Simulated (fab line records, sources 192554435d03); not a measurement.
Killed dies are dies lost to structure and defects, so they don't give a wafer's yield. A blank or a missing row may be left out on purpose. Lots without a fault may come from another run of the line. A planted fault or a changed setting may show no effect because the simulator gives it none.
fab line records | flow n5_finfet
record lots=23 wafers=69 last_day=18
route steps=1938 shown BEOL_M7@1284 BEOL_M8@1347
lots that met no fault: from a run of the same line without faults
start_h: hours from the record's first day to the start of the lot's first wafer shown | wait_h: hours since the lot's step before | " the same as in the row above | L1.1+2: a row that stands for several wafers | - no value, or no start given | * or withheld: withheld | < > ~ a bound
route shown NAME@n: a module of which the file shows steps, and the number in the route of the first | usual: mean/standard deviation of fault-free wafers | same: alike in all rows | chamber/n: place in a boat | sites: the reading at each site | _std_site: their standard deviation | _edge_site: outer sites' mean less inner sites' | radius_mm: how far each site lies from the wafer's centre | mask NAME#n: copy n | behind: the tool/chamber that last shaped the wafer | hold: why the lot was held/for how many hours/how that ended | device: the transistor (n, p or np) that didn't switch | end of line: the same wafers' tests at the end of the route | a step without rows: its recipe alone | killed: dies lost to structure and defects at the first sort, not the wafer's yield | map: a wafer's dies, x killed, . not, _ none there
set.NAME: the setting as run; set.NAME@STEP: as run at that earlier step | model.NAME: the simulator's own value behind a step, which no gauge read
steps of the route over a sample of lots; a table a step, a row a wafer
services: from which hour (start_h, from the record's first day; less than 0 if before it) a tool's chamber was out of use, for how many hours, and why
## steps
# step N5_BEOL_M7_HM_OPEN_17
# recipe chemistry=Cl2/BCl3 target_depth_a=200 overetch_a=60 target=TiN mask_material=SOC ion_energy_ev=150 pressure_mtorr=10 icp_w=1000 bias_w=126 Cl2_flow_sccm=53.25 bcl3_flow_sccm=21.75 Ar_flow_sccm=25
# usual drypump_motor_current_A=5.6/0.57 oes_product_au=0.67/0.042 throttle_valve_pct=22.05/0.23
# columns lot.wafer tool chamber start_h wait_h drypump_motor_current_A oes_product_au rf_hours_counter_h throttle_valve_pct
L074.2 rie_metal-01 0 190.39 0.0 6.2 0.68 29 21.86
L074.3 " 0 " " 6.2 0.69 - 21.83
L074.4 " 1 " " 5.0 0.63 - 22.36
L076.1 rie_metal-02 0 191.64 0.0 6.1 0.65 43 21.83
L076.2 " 1 " " 5.2 0.75 9 22.16
L076.4 " 0 " " 6.0 0.66 - 21.83
L075.3 rie_metal-01 0 208.15 0.1 6.1 0.69 - 21.82
L075.4 " 1 " " 5.0 0.63 - 22.35
L075.5 " 0 " " 6.2 0.69 - 21.81
L078.3 rie_metal-01 1 213.69 0.1 5.0 0.63 - 22.35
L078.5 " 1 " " 5.0 0.63 - 22.37
L078.6 " 0 " " 6.1 0.70 - 21.83
L079.1 rie_metal-01 0 224.55 0.0 6.2 0.70 31 21.80
L079.2 " 1 " " 5.0 0.64 61 22.34
L079.6 " 0 " " 6.2 0.70 - 21.82
L081.2 rie_metal-01 1 235.14 0.0 5.0 0.63 62 22.37
L081.4 " 1 " " 5.0 0.63 - 22.38
L081.5 " 1 " " 5.0 0.63 - 22.37
L082.4 rie_metal-03 1 236.88 0.1 6.2 0.68 - 21.98
L082.5 " 0 " " 4.7 0.74 - 21.85
L082.6 " 1 " " 6.2 0.68 - 22.00
L083.1 rie_metal-03 1 243.67 0.0 6.2 0.68 30 21.97
L083.2 " 0 " " 4.7 0.75 17 21.85
L083.6 " 1 " " 6.2 0.68 - 21.99
L080.1 rie_metal-01 1 244.69 0.0 5.0 0.63 64 22.35
L080.2 " 0 " " 6.2 0.69 34 21.82
L080.4 " 1 " " 5.0 0.62 - 22.36
L084.3 rie_metal-02 0 251.16 0.1 6.1 0.64 - 21.86
L084.5 " 1 " " 5.2 0.73 - 22.16
L084.6 " 0 " " 6.0 0.64 - 21.87
L085.1 rie_metal-02 1 262.47 0.0 5.2 0.72 14 22.16
L085.3 " 0 " " 6.1 0.63 - 21.87
L085.5 " 0 " " 6.0 0.64 - 21.84
L086.1 rie_metal-01 0 276.08 0.0 6.1 0.67 36 21.84
L086.2 " 1 " " 5.0 0.61 66 22.36
L086.3 " 0 " " 6.1 0.67 - 21.85
L087.1 rie_metal-02 1 281.57 0.0 5.2 0.70 15 22.17
L087.3 " 1 " " 5.2 0.71 - 22.18
L087.4 " 0 " " 6.0 0.62 - 21.87
L088.1 rie_metal-02 1 286.26 0.0 5.2 0.71 16 22.16
L088.4 " 1 " " 5.2 0.71 - 22.14
L088.5 " 1 " " 5.2 0.71 - 22.17
L090.3 rie_metal-01 1 289.67 0.1 5.0 0.62 - 22.36
L090.4 " 0 " " 6.1 0.67 - 21.83
L090.6 " 1 " " 5.0 0.62 - 22.36
L091.2 rie_metal-02 0 295.03 0.0 6.1 0.64 54 21.84
L091.3 " 0 " " 6.1 0.64 - 21.83
L091.6 " 0 " " 6.0 0.64 - 21.85
L089.3 rie_metal-01 1 301.31 0.1 5.0 0.62 - 22.36
L089.5 " 0 " " 6.2 0.67 - 21.86
L089.6 " 1 " " 5.0 0.62 - 22.37
L092.2 rie_metal-01 1 308.07 0.0 5.0 0.61 70 22.37
L092.3 " 1 " " 5.0 0.62 - 22.38
L092.4 " 0 " " 6.2 0.66 - 21.83
L094.1 rie_metal-01 1 308.79 0.0 5.0 0.61 70 22.39
L094.2 " 0 " " 6.2 0.66 40 21.87
L094.4 " 1 " " 5.0 0.61 - 22.39
L093.1 rie_metal-01 1 312.03 0.0 5.0 0.62 71 22.37
L093.2 " 0 " " 6.1 0.66 41 21.87
L093.4 " 0 " " 6.1 0.67 - 21.84
L095.2 rie_metal-01 0 318.93 0.0 6.1 0.66 41 21.85
L095.3 " 1 " " 5.0 0.61 - 22.39
L095.4 " 0 " " 6.1 0.66 - 21.83
L096.3 rie_metal-01 0 331.98 0.1 6.2 0.65 - 21.84
L096.5 " 0 " " 6.2 0.66 - 21.88
L096.6 " 1 " " 5.0 0.61 - 22.38
L097.1 rie_metal-03 1 334.76 0.1 6.2 0.66 37 22.01
L097.4 " 1 " " 6.2 0.67 - 21.99
L097.5 " 1 " " 6.2 0.66 - 22.03
# step N5_BEOL_M7_ETCH_72
# recipe chemistry=N2/H2 target=underlayer target_depth_a=65 mask_material=CAR-EUV time_s=5.2 ion_energy_ev=200 pressure_mtorr=30 source_w=840 bias_w=150 n2_flow_sccm=200 h2_flow_sccm=200 ends=cleared
# usual drypump_motor_current_A=5.8/0.5 etch_rf_on_time_s=5.18/0.11 oes_product_au=0.66/0.06 rf_vpp_V=521.9/2 showerhead_plenum_p_Torr=2.47/0.05 throttle_valve_pct=17.91/0.2
# columns lot.wafer tool chamber start_h wait_h drypump_motor_current_A etch_rf_on_time_s oes_product_au rf_hours_counter_h rf_vpp_V showerhead_plenum_p_Torr throttle_valve_pct
L076.1 rie_diel-06 2 192.89 0.0 5.8 5.11 0.63 183 521.9 2.52 17.98
L076.2 " 3 " " 5.0 5.24 0.63 175 519.4 2.42 17.95
L076.4 " 1 " " 5.3 5.30 0.59 210 520.9 2.42 17.92
L074.2 rie_diel-03 3 193.41 0.0 5.0 5.19 0.61 212 520.3 2.41 17.94
L074.3 " 2 " " 5.6 5.19 0.62 193 522.7 2.52 18.21
L074.4 " 1 " " 5.6 5.18 0.59 235 524.7 2.51 18.43
L075.3 rie_diel-06 0 208.76 0.0 6.2 5.41 0.72 56 521.6 2.47 17.61
L075.4 " 2 " " 5.8 5.13 0.62 186 526.7 2.52 17.97
L075.5 " 2 " " 5.8 5.12 0.62 - 524.7 2.52 18.03
L078.3 rie_diel-01 2 214.46 0.0 6.1 5.06 0.79 19 524.7 2.50 18.03
L078.5 " 2 " " 6.0 4.98 0.80 - 519.6 2.50 18.00
L078.6 " 3 " " 6.7 5.00 0.63 - 522.7 2.54 17.91
L079.1 rie_diel-06 0 225.47 0.0 6.2 5.23 0.72 61 520.2 2.47 17.61
L079.2 " 3 " " 5.0 5.20 0.62 183 521.3 2.42 17.98
L079.6 " 2 " " 5.8 5.09 0.63 - 523.5 2.52 18.00
L081.2 rie_diel-06 0 236.29 0.0 6.2 5.30 0.71 65 520.3 2.47 17.63
L081.4 " 1 " " 5.3 5.29 0.61 220 522.1 2.42 17.93
L081.5 " 0 " " 6.2 5.26 0.72 - 520.7 2.47 17.63
L082.4 rie_diel-06 3 238.50 0.0 5.0 5.23 0.63 - 519.2 2.42 17.98
L082.5 " 0 " " 6.2 5.33 0.71 - 522.9 2.47 17.60
L082.6 " 1 " " 5.3 5.30 0.61 - 521.0 2.42 17.94
L083.1 rie_diel-06 3 244.95 0.0 5.0 5.18 0.63 192 518.1 2.42 17.99
L083.2 " 1 " " 5.3 5.30 0.59 224 519.9 2.42 17.94
L083.6 " 1 " " 5.3 5.28 0.59 - 519.8 2.42 17.94
L080.1 rie_diel-06 3 245.65 0.0 5.0 5.18 0.62 192 520.0 2.42 17.98
L080.2 " 1 " " 5.3 5.28 0.59 224 519.6 2.42 17.96
L080.4 " 0 " " 6.2 5.32 0.70 - 522.3 2.47 17.63
L084.3 rie_diel-03 3 251.86 0.0 5.0 5.15 0.60 228 518.7 2.40 17.99
L084.5 " 2 " " 5.6 5.31 0.59 - 521.2 2.52 18.28
L084.6 " 0 " " 6.0 5.24 0.73 - 525.5 2.59 17.97
L085.1 rie_diel-06 0 263.28 0.0 6.2 5.31 0.71 77 521.8 2.47 17.64
L085.3 " 3 " " 5.0 5.20 0.62 200 520.8 2.41 18.01
L085.5 " 1 " " 5.3 5.34 0.59 - 520.1 2.41 17.97
L086.1 rie_diel-01 2 277.19 0.0 6.0 5.10 0.75 42 522.4 2.49 18.06
L086.2 " 3 " " 6.7 5.05 0.62 187 523.0 2.53 17.95
L086.3 " 1 " " 5.9 5.12 0.70 96 522.2 2.44 17.54
L087.1 rie_diel-01 2 286.60 0.0 6.1 5.08 0.75 47 521.7 2.49 18.06
L087.3 " 3 " " 6.7 5.03 0.62 192 524.5 2.53 17.94
L087.4 " 1 " " 5.8 5.13 0.71 100 521.6 2.44 17.60
L088.1 rie_diel-01 3 289.51 0.0 6.7 5.10 0.62 193 522.3 2.53 17.95
L088.4 " 2 " " 6.1 5.04 0.74 49 522.8 2.49 18.08
L088.5 " 2 " " 6.1 4.99 0.74 - 521.5 2.49 18.06
L090.3 rie_diel-01 0 292.66 0.0 6.1 5.15 0.73 55 521.9 2.47 17.73
L090.4 " 3 " " 6.7 5.06 0.60 195 523.1 2.53 17.96
L090.6 " 2 " " 6.0 5.05 0.73 - 524.9 2.49 18.08
L091.2 rie_diel-06 1 296.37 0.0 5.3 5.32 0.59 237 518.3 2.41 17.95
L091.3 " 2 " " 5.8 5.08 0.62 205 525.3 2.51 18.05
L091.6 " 1 " " 5.3 5.29 0.59 - 520.9 2.41 17.97
L089.3 rie_diel-03 3 303.93 0.0 5.0 5.24 0.59 240 520.5 2.40 18.01
L089.5 " 3 " " 5.0 5.18 0.59 - 519.6 2.40 18.02
L089.6 " 0 " " 6.0 5.26 0.72 - 525.7 2.58 17.98
L092.2 rie_diel-01 0 310.15 0.0 6.1 5.16 0.72 61 521.8 2.47 17.71
L092.3 " 2 " " 6.1 4.98 0.74 56 522.6 2.49 18.09
L092.4 " 1 " " 5.9 5.15 0.70 110 522.1 2.44 17.58
L094.1 rie_diel-03 2 310.54 0.0 5.6 5.27 0.60 225 524.1 2.51 18.27
L094.2 " 1 " " 5.7 5.20 0.80 13 521.0 2.50 18.06
L094.4 " 0 " " 6.0 5.25 0.72 65 523.0 2.58 17.99
L093.1 rie_diel-01 3 313.27 0.0 6.7 5.08 0.61 201 523.1 2.53 17.96
L093.2 " 1 " " 5.9 5.24 0.70 110 519.9 2.44 17.59
L093.4 " 0 " " 6.1 5.26 0.71 62 525.3 2.47 17.70
L095.2 rie_diel-06 0 319.71 0.0 6.2 5.27 0.69 91 523.9 2.46 17.63
L095.3 " 1 " " 5.3 5.35 0.58 245 521.4 2.41 18.02
L095.4 " 3 " " 5.0 5.23 0.61 214 519.6 2.41 18.03
L096.3 rie_diel-01 1 333.26 0.0 5.9 5.12 0.70 118 521.0 2.43 17.61
L096.5 " 1 " " 5.9 5.14 0.69 - 522.1 2.43 17.60
L096.6 " 2 " " 6.1 5.06 0.73 - 520.0 2.48 18.11
L097.1 rie_diel-06 2 338.65 0.0 5.8 5.09 0.60 219 524.3 2.51 18.04
L097.4 " 3 " " 5.0 5.26 0.61 - 522.4 2.41 18.04
L097.5 " 0 " " 6.2 5.33 0.69 - 523.1 2.46 17.70
# step N5_BEOL_M7_ETCH_65
# recipe chemistry=CF4 target=SiARC target_depth_a=156 mask_material=CAR-EUV time_s=26 ion_energy_ev=80 pressure_mtorr=40 source_w=545 bias_w=36 Ar_flow_sccm=100 cf4_flow_sccm=100 ends=cleared
# usual drypump_motor_current_A=5.7/0.5 etch_rf_on_time_s=25.9/0.59 oes_product_au=0.66/0.06 rf_vpp_V=183.4/0.95 showerhead_plenum_p_Torr=2.08/0.035 throttle_valve_pct=15.66/0.21
# columns lot.wafer tool chamber start_h wait_h drypump_motor_current_A etch_rf_on_time_s oes_product_au rf_hours_counter_h rf_vpp_V showerhead_plenum_p_Torr throttle_valve_pct
L076.1 rie_diel-06 2 192.91 0.0 5.8 25.2 0.63 183 183.7 2.13 15.89
L076.2 " 3 " " 5.0 26.2 0.63 175 182.8 2.05 15.75
L076.4 " 1 " " 5.3 26.7 0.60 210 183.8 2.06 15.60
L074.2 rie_diel-03 3 193.43 0.0 5.0 25.9 0.61 212 183.3 2.04 15.83
L074.3 " 2 " " 5.6 26.4 0.62 193 183.5 2.14 16.07
L074.4 " 1 " " 5.6 26.0 0.59 235 183.2 2.10 16.14
L075.3 rie_diel-06 0 208.78 0.0 6.2 26.3 0.73 56 182.9 2.09 15.32
L075.4 " 2 " " 5.8 25.0 0.63 186 184.1 2.13 15.90
L075.5 " 2 " " 5.8 25.0 0.63 - 183.4 2.13 15.90
L078.3 rie_diel-01 2 214.48 0.0 6.1 25.0 0.79 19 183.3 2.09 15.48
L078.5 " 2 " " 6.0 25.0 0.79 - 183.7 2.09 15.47
L078.6 " 3 " " 6.7 24.7 0.64 - 184.1 2.13 15.59
L079.1 rie_diel-06 0 225.48 0.0 6.2 26.5 0.72 61 182.5 2.08 15.34
L079.2 " 3 " " 5.0 26.2 0.63 183 182.9 2.04 15.77
L079.6 " 2 " " 5.8 25.3 0.63 - 184.5 2.13 15.90
L081.2 rie_diel-06 0 236.31 0.0 6.2 26.3 0.72 65 182.3 2.08 15.34
L081.4 " 1 " " 5.3 26.3 0.61 220 181.4 2.05 15.62
L081.5 " 0 " " 6.2 26.3 0.73 - 183.9 2.08 15.34
L082.4 rie_diel-06 3 238.52 0.0 5.0 26.3 0.62 - 182.7 2.04 15.77
L082.5 " 0 " " 6.2 26.6 0.72 - 183.6 2.08 15.32
L082.6 " 1 " " 5.3 26.7 0.60 - 183.2 2.05 15.64
L083.1 rie_diel-06 3 244.97 0.0 5.0 26.1 0.62 192 181.7 2.04 15.77
L083.2 " 1 " " 5.3 26.6 0.60 224 183.0 2.05 15.62
L083.6 " 1 " " 5.3 26.5 0.60 - 181.5 2.05 15.61
L080.1 rie_diel-06 3 245.67 0.0 5.0 26.2 0.62 192 182.0 2.04 15.79
L080.2 " 1 " " 5.3 26.3 0.60 224 184.1 2.05 15.63
L080.4 " 0 " " 6.2 26.4 0.71 - 184.3 2.08 15.35
L084.3 rie_diel-03 3 251.88 0.0 5.0 26.3 0.60 228 183.1 2.04 15.85
L084.5 " 2 " " 5.6 26.8 0.60 - 183.5 2.13 16.12
L084.6 " 0 " " 6.0 26.3 0.73 - 182.0 2.15 15.51
L085.1 rie_diel-06 0 263.30 0.0 6.2 26.1 0.71 77 183.8 2.08 15.36
L085.3 " 3 " " 5.0 26.0 0.61 200 182.0 2.04 15.78
L085.5 " 1 " " 5.3 26.4 0.60 - 184.2 2.05 15.65
L086.1 rie_diel-01 2 277.20 0.0 6.0 25.4 0.75 42 183.2 2.08 15.52
L086.2 " 3 " " 6.7 25.2 0.62 187 184.8 2.13 15.63
L086.3 " 1 " " 5.9 25.4 0.71 96 182.9 2.07 15.42
L087.1 rie_diel-01 2 286.62 0.0 6.0 25.5 0.73 47 183.1 2.08 15.54
L087.3 " 3 " " 6.6 25.2 0.62 192 184.5 2.12 15.66
L087.4 " 1 " " 5.9 25.9 0.70 100 183.9 2.07 15.43
L088.1 rie_diel-01 3 289.53 0.0 6.7 25.1 0.62 193 184.4 2.12 15.64
L088.4 " 2 " " 6.1 25.2 0.74 49 183.1 2.08 15.55
L088.5 " 2 " " 6.1 25.5 0.74 - 183.4 2.08 15.52
L090.3 rie_diel-01 0 292.67 0.0 6.1 25.7 0.74 55 182.7 2.09 15.56
L090.4 " 3 " " 6.7 25.3 0.62 195 185.0 2.12 15.65
L090.6 " 2 " " 6.0 25.4 0.74 - 183.9 2.08 15.53
L091.2 rie_diel-06 1 296.39 0.0 5.3 26.4 0.59 237 182.1 2.05 15.66
L091.3 " 2 " " 5.9 24.9 0.62 205 184.4 2.13 15.94
L091.6 " 1 " " 5.3 26.3 0.59 - 183.1 2.05 15.67
L089.3 rie_diel-03 3 303.94 0.0 5.0 26.3 0.59 240 182.6 2.03 15.86
L089.5 " 3 " " 5.0 26.1 0.59 - 182.1 2.03 15.87
L089.6 " 0 " " 6.0 26.6 0.72 - 184.1 2.15 15.54
L092.2 rie_diel-01 0 310.16 0.0 6.1 25.5 0.72 61 182.9 2.09 15.56
L092.3 " 2 " " 6.0 25.0 0.74 56 184.1 2.08 15.55
L092.4 " 1 " " 5.8 25.9 0.70 110 183.0 2.06 15.43
L094.1 rie_diel-03 2 310.56 0.0 5.6 26.9 0.59 225 185.3 2.12 16.14
L094.2 " 1 " " 5.7 26.5 0.77 13 184.0 2.09 15.71
L094.4 " 0 " " 5.9 26.8 0.71 65 184.6 2.15 15.55
L093.1 rie_diel-01 3 313.29 0.0 6.7 25.1 0.62 201 185.2 2.12 15.66
L093.2 " 1 " " 5.8 25.8 0.70 110 183.5 2.06 15.45
L093.4 " 0 " " 6.1 25.6 0.73 62 183.2 2.09 15.56
L095.2 rie_diel-06 0 319.73 0.0 6.2 26.2 0.70 91 182.7 2.07 15.40
L095.3 " 1 " " 5.3 26.5 0.59 245 182.7 2.05 15.66
L095.4 " 3 " " 5.0 26.0 0.61 214 183.8 2.03 15.82
L096.3 rie_diel-01 1 333.27 0.0 5.9 25.6 0.69 118 184.3 2.06 15.46
L096.5 " 1 " " 5.9 25.7 0.69 - 181.8 2.06 15.44
L096.6 " 2 " " 6.0 25.0 0.73 - 182.8 2.08 15.55
L097.1 rie_diel-06 2 338.67 0.0 5.8 25.4 0.61 219 184.0 2.12 15.98
L097.4 " 3 " " 5.0 25.9 0.61 - 184.6 2.03 15.84
L097.5 " 0 " " 6.2 26.2 0.69 - 183.2 2.07 15.40
# step N5_BEOL_M7_TRENCH_ETCH_37
# recipe chemistry=C4F6/O2 target_depth_a=934.78 target=SiCOH_lowk time_s=31.2 ion_energy_ev=250 pressure_mtorr=30 source_w=345 bias_w=185 Ar_flow_sccm=300 C4F6_flow_sccm=10 O2_flow_sccm=10
# usual drypump_motor_current_A=5.8/0.5 oes_product_au=0.77/0.07 rf_vpp_V=659/11 showerhead_plenum_p_Torr=2.77/0.048 throttle_valve_pct=20.97/0.18
# columns lot.wafer tool chamber start_h wait_h drypump_motor_current_A oes_product_au rf_hours_counter_h rf_vpp_V showerhead_plenum_p_Torr throttle_valve_pct
L076.1 rie_diel-06 2 - - 5.8 0.74 183 652 2.83 21.16
L076.2 " 3 " " 5.0 0.75 175 671 2.72 21.00
L076.4 " 1 " " 5.3 0.71 210 662 2.73 20.91
L074.2 rie_diel-03 3 - - 5.0 0.71 212 674 2.71 21.01
L074.3 " 2 " " 5.6 0.72 193 648 2.85 21.43
L074.4 " 1 " " 5.6 0.69 235 675 2.79 21.36
L075.3 rie_diel-06 0 - - 6.2 0.84 56 646 2.79 20.73
L075.4 " 2 " " 5.8 0.74 186 652 2.83 21.17
L075.5 " 2 " " 5.8 0.73 - 652 2.83 21.15
L078.3 rie_diel-01 2 - - 6.0 0.92 19 667 2.79 20.97
L078.5 " 2 " " 6.0 0.92 - 667 2.79 20.97
L078.6 " 3 " " 6.7 0.74 - 652 2.84 20.90
L079.1 rie_diel-06 0 - - 6.2 0.83 61 647 2.79 20.72
L079.2 " 3 " " 5.0 0.73 183 671 2.71 21.02
L079.6 " 2 " " 5.8 0.73 - 653 2.82 21.18
L081.2 rie_diel-06 0 - - 6.2 0.84 65 646 2.78 20.72
L081.4 " 1 " " 5.3 0.70 220 662 2.73 20.91
L081.5 " 0 " " 6.2 0.83 - 646 2.78 20.73
L082.4 rie_diel-06 3 - - 5.0 0.73 - 671 2.71 21.01
L082.5 " 0 " " 6.2 0.84 - 645 2.78 20.74
L082.6 " 1 " " 5.3 0.71 - 662 2.73 20.91
L083.1 rie_diel-06 3 - - 5.0 0.73 192 671 2.71 21.02
L083.2 " 1 " " 5.3 0.70 224 661 2.73 20.92
L083.6 " 1 " " 5.3 0.70 - 660 2.73 20.91
L080.1 rie_diel-06 3 - - 5.0 0.73 193 671 2.71 21.01
L080.2 " 1 " " 5.3 0.70 224 660 2.73 20.92
L080.4 " 0 " " 6.2 0.83 - 646 2.78 20.73
L084.3 rie_diel-03 3 - - 5.0 0.70 229 675 2.70 21.03
L084.5 " 2 " " 5.6 0.70 - 646 2.84 21.47
L084.6 " 0 " " 6.0 0.86 - 677 2.86 20.83
L085.1 rie_diel-06 0 - - 6.2 0.83 77 646 2.78 20.75
L085.3 " 3 " " 5.0 0.73 200 672 2.71 21.03
L085.5 " 1 " " 5.3 0.69 - 661 2.72 20.94
L086.1 rie_diel-01 2 - - 6.0 0.86 43 667 2.78 20.99
L086.2 " 3 " " 6.7 0.71 187 653 2.83 20.94
L086.3 " 1 " " 5.8 0.83 96 650 2.76 20.79
L087.1 rie_diel-01 2 - - 6.1 0.87 47 667 2.78 21.01
L087.3 " 3 " " 6.7 0.72 192 652 2.83 20.96
L087.4 " 1 " " 5.8 0.83 101 652 2.76 20.79
L088.1 rie_diel-01 3 - - 6.7 0.71 194 652 2.83 20.95
L088.4 " 2 " " 6.0 0.87 49 667 2.78 21.02
L088.5 " 2 " " 6.1 0.87 - 669 2.78 21.02
L090.3 rie_diel-01 0 - - 6.1 0.85 55 645 2.77 20.84
L090.4 " 3 " " 6.7 0.71 195 651 2.83 20.93
L090.6 " 2 " " 6.1 0.87 - 667 2.78 21.02
L091.2 rie_diel-06 1 - - 5.3 0.69 237 661 2.72 20.94
L091.3 " 2 " " 5.8 0.73 206 651 2.82 21.19
L091.6 " 1 " " 5.3 0.70 - 661 2.72 20.93
L089.3 rie_diel-03 3 - - 5.0 0.69 240 673 2.69 21.05
L089.5 " 3 " " 5.0 0.69 - 673 2.69 21.06
L089.6 " 0 " " 6.0 0.84 - 676 2.85 20.85
L092.2 rie_diel-01 0 - - 6.1 0.84 61 644 2.77 20.84
L092.3 " 2 " " 6.1 0.86 56 665 2.78 21.01
L092.4 " 1 " " 5.8 0.81 110 651 2.75 20.80
L094.1 rie_diel-03 2 - - 5.6 0.69 225 646 2.83 21.49
L094.2 " 1 " " 5.7 0.92 13 673 2.78 21.07
L094.4 " 0 " " 5.9 0.84 65 678 2.85 20.84
L093.1 rie_diel-01 3 - - 6.7 0.71 201 653 2.82 20.95
L093.2 " 1 " " 5.9 0.81 111 652 2.75 20.80
L093.4 " 0 " " 6.1 0.85 62 644 2.77 20.86
L095.2 rie_diel-06 0 - - 6.2 0.80 91 648 2.77 20.77
L095.3 " 1 " " 5.3 0.69 245 662 2.72 20.94
L095.4 " 3 " " 5.0 0.71 214 671 2.70 21.05
L096.3 rie_diel-01 1 - - 5.9 0.81 118 651 2.75 20.82
L096.5 " 1 " " 5.9 0.81 - 651 2.75 20.81
L096.6 " 2 " " 6.1 0.85 - 668 2.77 21.03
L097.1 rie_diel-06 2 - - 5.8 0.71 219 651 2.81 21.20
L097.4 " 3 " " 5.0 0.72 - 669 2.70 21.07
L097.5 " 0 " " 6.2 0.81 - 647 2.77 20.78
# step N5_BEOL_M7_SURFACE_TREAT_79
# recipe gas=Ar time_s=* ion_energy_ev=* ion_current_ma_cm2=0.5 pressure_mtorr=* ar_flow_sccm=30
# usual throttle_valve_pct=*
# columns lot.wafer tool chamber start_h wait_h throttle_valve_pct
L076.1 pvd_sputter-02 - 194.28 0.2 *
L076.2 " - " " *
L076.4 " - " " *
L074.2 pvd_sputter-03 - 196.19 1.4 *
L074.3 " - " " *
L074.4 " - " " *
L075.3 pvd_sputter-03 - 210.31 0.2 *
L075.4 " - " " *
L075.5 " - " " *
L078.3 pvd_sputter-01 - 217.19 0.3 *
L078.5 " - " " *
L078.6 " - " " *
L079.1 pvd_sputter-03 - 228.82 0.2 *
L079.2 " - " " *
L079.6 " - " " *
L081.2 pvd_sputter-03 - 239.04 0.6 *
L081.4 " - " " *
L081.5 " - " " *
L082.4 pvd_sputter-01 - 240.06 0.2 *
L082.5 " - " " *
L082.6 " - " " *
L083.1 pvd_sputter-03 - 247.20 0.2 *
L083.2 " - " " *
L083.6 " - " " *
L080.1 pvd_sputter-01 - 247.54 0.2 *
L080.2 " - " " *
L080.4 " - " " *
L084.3 pvd_sputter-03 - 254.40 1.3 *
L084.5 " - " " *
L084.6 " - " " *
L085.1 pvd_sputter-03 - 264.95 0.2 *
L085.3 " - " " *
L085.5 " - " " *
L086.1 pvd_sputter-03 - 279.27 0.3 *
L086.2 " - " " *
L086.3 " - " " *
L087.1 pvd_sputter-03 - 288.01 0.2 *
L087.3 " - " " *
L087.4 " - " " *
L088.1 pvd_sputter-02 - 290.81 0.2 *
L088.4 " - " " *
L088.5 " - " " *
L090.3 pvd_sputter-03 - 294.07 0.2 *
L090.4 " - " " *
L090.6 " - " " *
L091.2 pvd_sputter-02 - 298.75 0.2 *
L091.3 " - " " *
L091.6 " - " " *
L089.3 pvd_sputter-03 - 305.57 0.5 *
L089.5 " - " " *
L089.6 " - " " *
L092.2 pvd_sputter-02 - 311.58 0.2 *
L092.3 " - " " *
L092.4 " - " " *
L094.1 pvd_sputter-03 - 312.87 0.2 *
L094.2 " - " " *
L094.4 " - " " *
L093.1 pvd_sputter-02 - 315.02 0.2 *
L093.2 " - " " *
L093.4 " - " " *
L095.2 pvd_sputter-03 - 322.41 0.2 *
L095.3 " - " " *
L095.4 " - " " *
L096.3 pvd_sputter-03 - 335.04 0.2 *
L096.5 " - " " *
L096.6 " - " " *
L097.1 pvd_sputter-02 - 341.42 0.4 *
L097.4 " - " " *
L097.5 " - " " *
# step N5_BEOL_M8_INSPECT_13
# recipe mode=adi inspect_instrument=brightfield
# usual raw_defect_count=415/87
# columns lot.wafer tool chamber start_h wait_h raw_defect_count
L076.1 defect_inspect-02 - 200.30 0.0 257
L076.2 " - " " 423
L076.4 " - " " 465
L074.2 defect_inspect-01 - 202.36 0.0 399
L074.3 " - " " 480
L074.4 " - " " 466
L075.3 defect_inspect-02 - 218.38 0.0 304
L075.4 " - " " 336
L075.5 " - " " 378
L078.3 defect_inspect-02 - 224.64 0.0 390
L078.5 " - " " 610
L078.6 " - " " 430
L079.1 defect_inspect-02 - 232.07 0.0 364
L079.2 " - " " 451
L079.6 " - " " 424
L081.2 defect_inspect-02 - 242.92 0.0 531
L081.4 " - " " 530
L081.5 " - " " 317
L082.4 defect_inspect-01 - 243.45 0.0 356
L082.5 " - " " 296
L082.6 " - " " 538
L083.1 defect_inspect-01 - 250.96 0.0 682
L083.2 " - " " 330
L083.6 " - " " 425
L080.1 defect_inspect-02 - 251.12 0.0 377
L080.2 " - " " 520
L080.4 " - " " 588
L084.3 defect_inspect-02 - 258.53 0.0 385
L084.5 " - " " 325
L084.6 " - " " 324
L085.1 defect_inspect-02 - 268.87 0.0 485
L085.3 " - " " 461
L085.5 " - " " 465
L086.1 defect_inspect-01 - 282.94 0.0 319
L086.2 " - " " 464
L086.3 " - " " 345
L087.1 defect_inspect-01 - 290.54 0.0 284
L087.3 " - " " 243
L087.4 " - " " 307
L088.1 defect_inspect-01 - 293.46 0.0 448
L088.4 " - " " 492
L088.5 " - " " 512
L090.3 defect_inspect-01 - 297.43 0.0 356
L090.4 " - " " 427
L090.6 " - " " 439
L091.2 defect_inspect-02 - 301.48 0.0 447
L091.3 " - " " 467
L091.6 " - " " 531
L089.3 defect_inspect-02 - 308.65 0.0 629
L089.5 " - " " 556
L089.6 " - " " 489
L092.2 defect_inspect-02 - 314.73 0.0 440
L092.3 " - " " 463
L092.4 " - " " 408
L094.1 defect_inspect-02 - 316.10 0.0 489
L094.2 " - " " 390
L094.4 " - " " 458
L093.1 defect_inspect-02 - 318.90 0.0 494
L093.2 " - " " 439
L093.4 " - " " 393
L095.2 defect_inspect-02 - 326.22 0.0 395
L095.3 " - " " 438
L095.4 " - " " 336
L096.3 defect_inspect-01 - 339.96 0.0 375
L096.5 " - " " 307
L096.6 " - " " 402
L097.1 defect_inspect-02 - 346.74 0.0 437
L097.4 " - " " 420
L097.5 " - " " 581
## services
# columns tool chamber start_h hours kind
rie_diel-03 3 167.69 6.6 repair
rie_diel-06 - 193.26 2.8 pm
rie_metal-02 1 207.66 7.3 repair
rie_diel-06 1 217.57 10.0 repair
rie_diel-03 3 222.21 10.9 repair
rie_metal-02 - 234.60 4.1 repair
rie_diel-03 1 238.81 - clean
rie_diel-03 1 238.81 - consumable_replace:focus_ring
rie_diel-03 1 238.81 25.4 scheduled_down
rie_diel-03 1 238.81 25.4 vent_cycle
rie_metal-02 1 238.84 7.9 repair
rie_diel-03 - 252.59 14.6 pm
rie_diel-03 2 270.09 9.5 repair
rie_metal-03 - 276.10 14.6 pm
rie_diel-06 - 278.78 15.6 pm
rie_diel-03 3 335.42 - clean
rie_diel-03 3 335.42 - consumable_replace:focus_ring
rie_diel-03 3 335.42 - consumable_replace:showerhead
rie_diel-03 3 335.42 25.7 scheduled_down
rie_diel-06 1 335.87 - clean
rie_diel-06 1 335.87 - consumable_replace:focus_ring
rie_diel-06 1 335.87 - consumable_replace:showerhead
rie_diel-06 1 335.87 25.9 scheduled_down
rie_diel-06 1 335.87 25.9 vent_cycle
## key
fault none
